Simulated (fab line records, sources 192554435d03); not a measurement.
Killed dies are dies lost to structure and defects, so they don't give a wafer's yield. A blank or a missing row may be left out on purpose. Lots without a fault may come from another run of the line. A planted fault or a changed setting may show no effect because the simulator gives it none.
Which tool did it? | flow n5_finfet | 14 lots, 41 wafers sampled, at 8 steps of a route of 1938

WHAT THE GAUGES READ, wafer by wafer
N5_BEOL_M0_SAQP_CD_MEAS_25: target cd 13.1 nm. Usual: cd_nm 12.79 nm, standard deviation 0.24.
lot  | measured     | on        | cd_nm (nm)        | flag
L988 | day 5 13:49  | cd_sem-02 | 12.73 12.84 12.71 |
L989 | day 6 01:26  | cd_sem-03 | 12.98 13.16 12.89 |
L990 | day 6 05:37  | cd_sem-02 | 12.88 12.42 12.91 |
L992 | day 6 15:29  | cd_sem-02 | 12.25 12.32 12.24 |
L995 | day 7 10:39  | cd_sem-03 | 12.67 12.62 12.95 |
L996 | day 7 13:41  | cd_sem-02 | 12.83 12.73 12.72 |
L997 | day 7 20:34  | cd_sem-03 | 12.95 12.97 13.03 |
L998 | day 8 00:26  | cd_sem-02 | 13.03 12.73 12.73 |
L999 | day 8 11:35  | cd_sem-01 | 12.76 12.82       |
L100 | day 8 21:18  | cd_sem-02 | 12.52 12.14 13.09 |
L108 | day 10 14:07 | cd_sem-03 | - - -             | OFF
L109 | day 10 23:37 | cd_sem-01 | - - -             | OFF
L110 | day 11 01:03 | cd_sem-02 | 12.85 12.69 12.93 |
L111 | day 11 14:08 | cd_sem-01 | 13.22 13.16 13.07 |

N5_BEOL_M4_RC_MEAS_101. Usual: DIBL_N 36.9 mV/V, standard deviation 1.7; DIBL_P 37.3 mV/V, standard deviation 2.3; IOFF_N 0.16 nA/um, standard deviation 0.033; IOFF_P 0.22 nA/um, standard deviation 0.04; ION_N 673 uA/um, standard deviation 12; ION_P 463 uA/um, standard deviation 8; SS_N 71.6 mV/dec, standard deviation 0.58; SS_P 73.4 mV/dec, standard deviation 0.74; VT_N 250 mV, standard deviation 3.2; VT_P -250 mV, standard deviation 3.4.
lot  | measured     | on        | DIBL_N (mV/V)  | DIBL_P (mV/V)  | IOFF_N (nA/um) | IOFF_P (nA/um) | ION_N (uA/um) | ION_P (uA/um) | SS_N (mV/dec)  | SS_P (mV/dec)  | VT_N (mV)   | VT_P (mV)      | flag
L988 | day 7 21:47  | prober-01 | 38.3 39.7 36.7 | 40.6 42.2 38.1 | 0.22 0.25 0.18 | 0.29 0.33 0.24 | 691 681 675   | 471 473 467   | 71.8 73.0 72.2 | 74.1 74.5 73.4 | 247 243 250 | -247 -244 -248 |
L989 | day 8 13:19  | prober-02 | 35.8 36.7 36.7 | 38.3 38.5 39.2 | 0.15 0.16 0.16 | 0.19 0.20 0.21 | 669 675 667   | 455 463 458   | 71.9 71.5 71.4 | 74.0 73.6 74.5 | 251 249 250 | -256 -255 -254 |
L990 | day 8 22:41  | prober-02 | 39.3 38.8 36.7 | 42.2 40.3 38.6 | 0.25 0.20 0.17 | 0.33 0.28 0.25 | 684 681 695   | 475 465 480   | 72.0 71.8 72.0 | 73.5 74.5 72.9 | 245 248 250 | -245 -247 -247 |
L992 | day 9 02:05  | prober-01 | 38.5 35.9 35.7 | 38.0 34.2 33.9 | 0.19 0.13 0.14 | 0.23 0.18 0.17 | 677 656 658   | 456 452 446   | 72.2 71.5 71.7 | 73.7 72.1 72.0 | 247 252 253 | -252 -255 -257 |
L995 | day 10 02:21 | prober-01 | 40.5 37.7 36.3 | 41.6 37.0 35.5 | 0.24 0.17 0.14 | 0.30 0.21 0.19 | 687 668 661   | 473 462 454   | 72.5 71.4 71.3 | 74.3 73.4 72.9 | 245 249 251 | -245 -250 -251 |
L996 | day 10 01:18 | prober-02 | 36.2 35.7 37.7 | 35.5 36.2 37.3 | 0.13 0.13 0.16 | 0.18 0.18 0.21 | 659 655 664   | 453 452 457   | 72.0 71.5 72.6 | 73.3 72.9 72.8 | 256 255 252 | -252 -252 -250 |
L997 | day 10 06:06 | prober-01 | 38.8 40.4 39.5 | 40.5 43.5 43.2 | 0.21 0.25 0.25 | 0.24 0.30 0.30 | 681 695 703   | 464 458 476   | 71.4 72.5 71.6 | 74.4 75.2 75.5 | 245 245 241 | -252 -245 -247 |
L998 | day 10 09:36 | prober-02 | 38.0 37.7 37.2 | 39.0 38.5 37.2 | 0.20 0.17 0.16 | 0.30 0.29 0.25 | 690 669 673   | 487 474 471   | 71.6 71.6 71.3 | 73.9 74.0 72.9 | 245 251 251 | -242 -245 -245 |
L999 | day 11 02:36 | prober-01 | 38.1 36.4      | 37.6 37.6      | 0.16 0.15      | 0.21 0.22      | 661 681       | 458 473       | 71.7 71.1      | 73.0 73.7      | 249 250     | -251 -247      |
L100 | day 11 16:25 | prober-01 | 36.9 37.1 37.4 | 36.1 36.9 37.8 | 0.15 0.15 0.17 | 0.25 0.26 0.28 | 664 666 686   | 464 464 474   | 70.8 71.7 71.7 | 72.6 73.8 72.7 | 251 252 249 | -243 -248 -243 |
L110 | day 13 19:45 | prober-02 | 38.6 39.3 37.7 | 39.3 39.4 38.0 | 0.18 0.18 0.14 | 0.24 0.23 0.21 | 673 669 661   | 459 459 453   | 71.7 72.6 72.0 | 73.9 74.4 73.8 | 252 251 255 | -252 -253 -255 |
L111 | day 13 23:04 | prober-02 | 36.1 38.0 37.1 | 35.9 37.9 36.7 | 0.13 0.15 0.14 | 0.19 0.22 0.20 | 649 676 662   | 447 464 456   | 71.3 71.4 70.7 | 72.5 73.6 73.4 | 254 252 252 | -250 -249 -253 |

WHICH TOOL RAN EACH LOT (tool, then ch and the chambers of the sampled wafers, then the start)
lot  | N5_BEOL_M0_SAQP_HM_DEP_02    | N5_BEOL_M0_SAQP_HM_OPEN_112        | N5_BEOL_M0_SAQP_MANDREL_ETCH_20  | N5_BEOL_M0_SAQP_RECESS_114         | N5_BEOL_M0_SAQP_SPACER1_ALD_98    | N5_BEOL_M0_SAQP_MANDREL1_REMOVE_100
L988 | pvd_sputter-01, day 5 11:20  | rie_diel-04 ch 1,2,3, day 5 12:26  | rie_si-06 ch 2,3, day 5 12:31    | vapor_etch-01 ch 0,1, day 5 12:45  | ald_sin-02 ch 0,1,3, day 5 13:08  | rie_si-01 ch 1,2, day 5 13:41
L989 | pvd_sputter-01, day 5 23:05  | rie_diel-04 ch 1,3, day 6 00:04    | rie_si-03 ch 0,1, day 6 00:09    | vapor_etch-02 ch 1, day 6 00:23    | ald_sin-04 ch 0,1,3, day 6 00:46  | rie_si-01 ch 2,3, day 6 01:20
L990 | pvd_sputter-01, day 6 02:50  | rie_diel-03 ch 0,3, day 6 03:49    | rie_si-01 ch 0,2, day 6 03:53    | vapor_etch-01 ch 0,1, day 6 04:14  | ald_sin-02 ch 1,3, day 6 04:56    | rie_si-03 ch 2,3, day 6 05:29
L992 | pvd_sputter-03, day 6 12:58  | rie_diel-04 ch 0,2, day 6 14:04    | rie_si-03 ch 0,1,2, day 6 14:08  | vapor_etch-01 ch 0,1, day 6 14:22  | ald_sin-02 ch 2,3, day 6 14:45    | rie_si-03 ch 1,2,3, day 6 15:23
L995 | pvd_sputter-03, day 7 08:10  | rie_diel-05 ch 0,1,2, day 7 09:12  | rie_si-06 ch 0,2,3, day 7 09:17  | vapor_etch-01 ch 0,1, day 7 09:35  | ald_sin-03 ch 0,2,3, day 7 09:59  | rie_si-06 ch 1,2,3, day 7 10:32
L996 | pvd_sputter-03, day 7 10:34  | rie_diel-03 ch 0,3, day 7 11:41    | rie_si-03 ch 1,2, day 7 11:46    | vapor_etch-01 ch 0,1, day 7 12:07  | ald_sin-03 ch 0,3, day 7 12:51    | rie_si-01 ch 0,1, day 7 13:35
L997 | pvd_sputter-02, day 7 17:33  | rie_diel-05 ch 2,3, day 7 19:07    | rie_si-06 ch 2,3, day 7 19:11    | vapor_etch-01 ch 0,1, day 7 19:29  | ald_sin-03 ch 0,2,3, day 7 19:53  | rie_si-01 ch 2,3, day 7 20:26
L998 | pvd_sputter-01, day 7 22:04  | rie_diel-05 ch 1,2,3, day 7 23:03  | rie_si-01 ch 0,3, day 7 23:08    | vapor_etch-02 ch 0,1, day 7 23:22  | ald_sin-02 ch 2,3, day 7 23:45    | rie_si-06 ch 1,3, day 8 00:19
L999 | pvd_sputter-01, day 8 08:57  | rie_diel-05 ch 0,3, day 8 10:03    | rie_si-03 ch 0,2, day 8 10:08    | vapor_etch-01 ch 1, day 8 10:29    | ald_sin-03 ch 2,3, day 8 10:45    | rie_si-06 ch 0,1, day 8 11:28
L100 | pvd_sputter-01, day 8 17:28  | rie_diel-04 ch 2,3, day 8 19:09    | rie_si-03 ch 2,3, day 8 19:14    | vapor_etch-02 ch 0,1, day 8 19:28  | ald_sin-04 ch 0,2,3, day 8 20:38  | rie_si-01 ch 1,2, day 8 21:11
L108 | pvd_sputter-01, day 10 10:00 | rie_diel-04 ch 1,2,3, day 10 12:15 | rie_si-03 ch 0,1, day 10 12:20   | vapor_etch-02 ch 0,1, day 10 12:34 | ald_sin-02 ch 0,1,3, day 10 13:22 | rie_si-01 ch 0,1,3, day 10 14:00
L109 | pvd_sputter-03, day 10 21:16 | rie_diel-05 ch 1,2,3, day 10 22:14 | rie_si-01 ch 0,2,3, day 10 22:20 | vapor_etch-01 ch 0,1, day 10 22:41 | ald_sin-02 ch 1,2,3, day 10 22:56 | rie_si-03 ch 0,2, day 10 23:30
L110 | pvd_sputter-01, day 10 22:41 | rie_diel-04 ch 0,2,3, day 10 23:40 | rie_si-06 ch 1,2,3, day 10 23:46 | vapor_etch-01 ch 0,1, day 11 00:07 | ald_sin-02 ch 0,2,3, day 11 00:22 | rie_si-03 ch 0,3, day 11 00:56
L111 | pvd_sputter-03, day 11 10:46 | rie_diel-04 ch 1,2,3, day 11 11:44 | rie_si-06 ch 1,3, day 11 11:49   | vapor_etch-01 ch 0, day 11 12:11   | ald_sin-03 ch 2,3, day 11 13:11   | rie_si-03 ch 2,3, day 11 14:01
- N5_BEOL_M0_SAQP_HM_DEP_02: deposits TiN, target thk 12 nm.
- N5_BEOL_M0_SAQP_HM_OPEN_112: chemistry CHF3/O2, target SiO2, stops on a-Si, target depth 12 nm, time 13.5 s.
- N5_BEOL_M0_SAQP_MANDREL_ETCH_20: etches a-Si in HBr/Cl2, stops on SiNx, target depth 60 nm, bt time 10 s, time 30 s.
- N5_BEOL_M0_SAQP_RECESS_114: chemistry HF/NH3, target SiO2, target depth 14.4 nm, afs cycles 3, sublimation time 60 s.
- N5_BEOL_M0_SAQP_SPACER1_ALD_98: deposits SiO2, target thk 12.8 nm, pulse time 1 s, purge time 2 s.
- N5_BEOL_M0_SAQP_MANDREL1_REMOVE_100: chemistry HBr/Cl2/O2, target a-Si, stops on SiNx, bt time 10 s.

WHAT THE TOOLS THEMSELVES READ (means of the sampled wafers that have a number; where no wafer has one, the mark that the record gives instead)
N5_BEOL_M0_SAQP_HM_DEP_02. Usual: throttle_valve_pct 30.0 %, standard deviation 1.1.
lot  | tool           | throttle_valve_pct (%) | flag
L988 | pvd_sputter-01 | 31.9                   |
L989 | pvd_sputter-01 | 30.1                   |
L990 | pvd_sputter-01 | 30.2                   |
L992 | pvd_sputter-03 | 30.2                   |
L995 | pvd_sputter-03 | 30.0                   |
L996 | pvd_sputter-03 | 29.9                   |
L997 | pvd_sputter-02 | 28.7                   |
L998 | pvd_sputter-01 | 31.9                   |
L999 | pvd_sputter-01 | 30.8                   |
L100 | pvd_sputter-01 | 31.8                   |
L108 | pvd_sputter-01 | 30.7                   |
L109 | pvd_sputter-03 | 29.7                   |
L110 | pvd_sputter-01 | 30.8                   |
L111 | pvd_sputter-03 | 29.4                   |

N5_BEOL_M0_SAQP_HM_OPEN_112. Usual: CHF3_flow_sccm 49.99 sccm, standard deviation 0.14; O2_flow_sccm 5.000 sccm, standard deviation 0.016; drypump_motor_current_A 5.6 A, standard deviation 0.44; oes_product_au 0.52 a.u., standard deviation 0.056; rf_vpp_V 525 V, standard deviation 11; showerhead_plenum_p_Torr 2.40 Torr, standard deviation 0.09; throttle_valve_pct 18.78 %, standard deviation 0.25.
lot  | tool        | CHF3_flow_sccm (sccm) | O2_flow_sccm (sccm) | drypump_motor_current_A (A) | oes_product_au (a.u.) | rf_vpp_V (V) | showerhead_plenum_p_Torr (Torr) | throttle_valve_pct (%) | flag
L988 | rie_diel-04 | 49.99                 | 5.003               | 5.1                         | 0.51                  | 528          | 2.43                            | 18.69                  |
L989 | rie_diel-04 | 49.87                 | 4.985               | 5.2                         | 0.49                  | 536          | 2.45                            | 18.73                  |
L990 | rie_diel-03 | 50.04                 | 5.002               | 5.9                         | 0.59                  | 531          | 2.49                            | 18.86                  |
L992 | rie_diel-04 | 49.81                 | 4.996               | 5.4                         | 0.51                  | 515          | 2.32                            | 18.84                  |
L995 | rie_diel-05 | 49.93                 | 5.005               | 5.8                         | 0.53                  | 530          | 2.36                            | 18.63                  |
L996 | rie_diel-03 | 49.82                 | 5.005               | 5.8                         | 0.56                  | 531          | 2.48                            | 18.88                  |
L997 | rie_diel-05 | 49.85                 | 5.013               | 5.7                         | 0.51                  | 520          | 2.42                            | 18.97                  |
L998 | rie_diel-05 | 50.10                 | 4.987               | 5.6                         | 0.50                  | 524          | 2.38                            | 18.80                  |
L999 | rie_diel-05 | 49.99                 | 4.985               | 5.8                         | 0.57                  | 515          | 2.40                            | 18.66                  |
L100 | rie_diel-04 | 50.12                 | 5.013               | 5.3                         | 0.54                  | 526          | 2.48                            | 18.51                  |
L108 | rie_diel-04 | -                     | -                   | -                           | -                     | -            | -                               | -                      | OFF
L109 | rie_diel-05 | -                     | -                   | -                           | -                     | -            | -                               | -                      | OFF
L110 | rie_diel-04 | 50.01                 | 4.993               | 5.6                         | 0.52                  | 520          | 2.40                            | 18.74                  |
L111 | rie_diel-04 | 49.92                 | 5.006               | 5.1                         | 0.55                  | 528          | 2.41                            | 18.62                  |

N5_BEOL_M0_SAQP_MANDREL_ETCH_20. Usual: HBr_flow_sccm 150.1 sccm, standard deviation 0.46; drypump_motor_current_A 5.7 A, standard deviation 0.48; oes_product_au 0.775 a.u., standard deviation 0.013; throttle_valve_pct 35.4 %, standard deviation 0.43.
lot  | tool      | HBr_flow_sccm (sccm) | drypump_motor_current_A (A) | oes_product_au (a.u.) | throttle_valve_pct (%) | flag
L988 | rie_si-06 | 149.7                | 6.4                         | 0.766                 | 35.7                   |
L989 | rie_si-03 | 150.1                | 5.3                         | 0.780                 | 35.1                   |
L990 | rie_si-01 | 149.8                | 5.5                         | 0.779                 | 36.0                   |
L992 | rie_si-03 | 150.2                | 5.4                         | 0.778                 | 35.2                   |
L995 | rie_si-06 | 150.0                | 6.3                         | 0.765                 | 35.8                   |
L996 | rie_si-03 | 150.2                | 5.4                         | 0.782                 | 34.9                   |
L997 | rie_si-06 | 150.7                | 6.4                         | 0.763                 | 35.8                   |
L998 | rie_si-01 | 150.0                | 5.8                         | 0.784                 | 35.2                   |
L999 | rie_si-03 | 150.3                | 5.6                         | 0.790                 | 35.2                   |
L100 | rie_si-03 | 149.9                | 5.7                         | 0.765                 | 35.3                   |
L108 | rie_si-03 | 150.4                | 5.3                         | 0.332                 | 35.9                   | OFF
L109 | rie_si-01 | 150.0                | 5.7                         | 0.332                 | 36.5                   | OFF
L110 | rie_si-06 | 150.0                | 6.0                         | 0.773                 | 35.5                   |
L111 | rie_si-06 | 150.4                | 6.2                         | 0.771                 | 35.4                   |

N5_BEOL_M0_SAQP_RECESS_114. Usual: drypump_motor_current_A 5.62 A, standard deviation 0.21.
lot  | tool          | drypump_motor_current_A (A) | flag
L988 | vapor_etch-01 | 5.71                        |
L989 | vapor_etch-02 | 5.36                        |
L990 | vapor_etch-01 | 5.81                        |
L992 | vapor_etch-01 | 5.70                        |
L995 | vapor_etch-01 | 5.70                        |
L996 | vapor_etch-01 | 5.80                        |
L997 | vapor_etch-01 | 5.72                        |
L998 | vapor_etch-02 | 5.40                        |
L999 | vapor_etch-01 | 5.91                        |
L100 | vapor_etch-02 | 5.38                        |
L108 | vapor_etch-02 | 5.41                        |
L109 | vapor_etch-01 | 5.72                        |
L110 | vapor_etch-01 | 5.71                        |
L111 | vapor_etch-01 | 5.60                        |

N5_BEOL_M0_SAQP_SPACER1_ALD_98. Usual: chamber_pressure_Torr 2.001 Torr, standard deviation 0.0041; heater_power_w 499 W, standard deviation 46; precursor_pulse_height_rel 0.998, standard deviation 0.02.
lot  | tool       | chamber_pressure_Torr (Torr) | heater_power_w (W) | precursor_pulse_height_rel | flag
L988 | ald_sin-02 | 2.003                        | 489                | 0.981                      |
L989 | ald_sin-04 | 2.001                        | 484                | 1.012                      |
L990 | ald_sin-02 | 2.005                        | 501                | 0.998                      |
L992 | ald_sin-02 | 2.005                        | 430                | 1.012                      |
L995 | ald_sin-03 | 2.003                        | 533                | 1.006                      |
L996 | ald_sin-03 | 2.001                        | 546                | 1.003                      |
L997 | ald_sin-03 | 2.003                        | 529                | 0.996                      |
L998 | ald_sin-02 | 1.998                        | 429                | 1.001                      |
L999 | ald_sin-03 | 1.998                        | 534                | 1.007                      |
L100 | ald_sin-04 | 2.005                        | 487                | 0.990                      |
L108 | ald_sin-02 | 1.998                        | 487                | 1.003                      |
L109 | ald_sin-02 | 2.000                        | 466                | 0.987                      |
L110 | ald_sin-02 | 1.998                        | 443                | 0.997                      |
L111 | ald_sin-03 | 2.005                        | 526                | 0.997                      |

N5_BEOL_M0_SAQP_MANDREL1_REMOVE_100. Usual: HBr_flow_sccm 150.0 sccm, standard deviation 0.46; drypump_motor_current_A 5.7 A, standard deviation 0.46; oes_product_au 1.007 a.u., standard deviation 0.017; throttle_valve_pct 36.7 %, standard deviation 0.45.
lot  | tool      | HBr_flow_sccm (sccm) | drypump_motor_current_A (A) | oes_product_au (a.u.) | throttle_valve_pct (%) | flag
L988 | rie_si-01 | 150.2                | 5.3                         | 1.000                 | 37.0                   |
L989 | rie_si-01 | 150.4                | 5.6                         | 0.998                 | 37.0                   |
L990 | rie_si-03 | 149.7                | 5.7                         | 0.993                 | 36.5                   |
L992 | rie_si-03 | 149.7                | 5.5                         | 1.007                 | 36.3                   |
L995 | rie_si-06 | 150.3                | 6.0                         | 0.998                 | 36.8                   |
L996 | rie_si-01 | 150.3                | 5.2                         | 1.000                 | 36.4                   |
L997 | rie_si-01 | 150.3                | 5.6                         | 0.993                 | 37.0                   |
L998 | rie_si-06 | 149.9                | 6.2                         | 1.006                 | 36.6                   |
L999 | rie_si-06 | 150.1                | 5.5                         | 1.016                 | 37.0                   |
L100 | rie_si-01 | 149.5                | 5.2                         | 1.001                 | 36.6                   |
L108 | rie_si-01 | 150.2                | 5.5                         | 0.377                 | 36.4                   | OFF
L109 | rie_si-03 | 150.0                | 5.6                         | 0.384                 | 36.6                   | OFF
L110 | rie_si-03 | 150.4                | 5.7                         | 0.999                 | 36.7                   |
L111 | rie_si-03 | 150.5                | 5.7                         | 0.994                 | 36.5                   |

THE ANSWER, worked out from the rows above alone
Rule: a lot is off if the mean of its wafers that have a number lies more than 3 standard deviations from the usual mean. A lot without any number at a reading at which 4 lots or more have one is off too. The other lots that the step has rows for count as sound. The gauges are gone through in route order, then the tools' own readings, and for those a lot's mean is taken as printed above. The first step at which some lot is off is used, and at that step the reading that is off furthest; a lot without a number counts as furthest.
Off: L108, L109, at N5_BEOL_M0_SAQP_CD_MEAS_25 (cd_nm). Without a number there: L108, L109.
A tool fits if, at a process step before that reading, it ran every lot that is off, and no sound lot after the first of them. The gauges at N5_BEOL_M0_SAQP_CD_MEAS_25 aren't tried: what is off there is off at N5_BEOL_M0_SAQP_HM_OPEN_112 too, on other tools, and a gauge's error can't cause that. None of those tried fits.

WHAT THE SIMULATOR HAD PUT IN
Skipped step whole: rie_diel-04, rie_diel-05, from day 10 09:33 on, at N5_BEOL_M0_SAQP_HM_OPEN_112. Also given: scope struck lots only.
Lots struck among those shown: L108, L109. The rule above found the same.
